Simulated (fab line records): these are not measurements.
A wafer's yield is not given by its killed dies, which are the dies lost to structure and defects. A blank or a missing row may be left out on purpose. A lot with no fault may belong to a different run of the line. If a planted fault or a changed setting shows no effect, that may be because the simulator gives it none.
Matching of chambers -- flow n5 finfet -- N5_BEOL_M3_STRIP_36 on rie diel-04: 4 sister chambers
The step strips in N2/H2. 4 wafers are shown with their chamber, then 9 later ones without.

EACH WAFER AND ITS CHAMBER
wafer,chamber,throttle valve pct (%)
L088.3,0,23.1
L093.1,2,23.6
L093.2,3,24.1
L093.5,1,24.0

WAFERS WITHOUT THEIR CHAMBER
wafer,throttle valve pct (%)
L094.1,24.1
L094.5,23.6
L094.6,24.0
L095.1,24.1
L095.3,23.2
L095.4,24.0
L096.1,24.1
L096.3,23.6
L096.4,23.2

WHICH CHAMBER EACH ONE RAN IN
wafer,from the rows above,in truth
L094.1,3,3
L094.5,2,2
L094.6,1,1
L095.1,3,3
L095.3,0,0
L095.4,1,1
L096.1,3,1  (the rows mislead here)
L096.3,2,2
L096.4,0,0
Correct placement for 8 of the 9. Can't be placed from these rows: 0. Number placed wrongly: 1.
How it was worked out, from the rows above alone: a wafer's distance from a chamber is the root of the sum, over the readings, of the square of ((its reading less the chamber's mean) divided by the reading's scatter). If the next closest chamber is less than 2 further off than the closest, the wafer can't be placed; otherwise it belongs to the closest. The mean given for a chamber averages the wafers shown for that chamber. The scatter: root of mean squared gap, hidden wafer to nearest shown wafer, with one shown wafer a chamber.
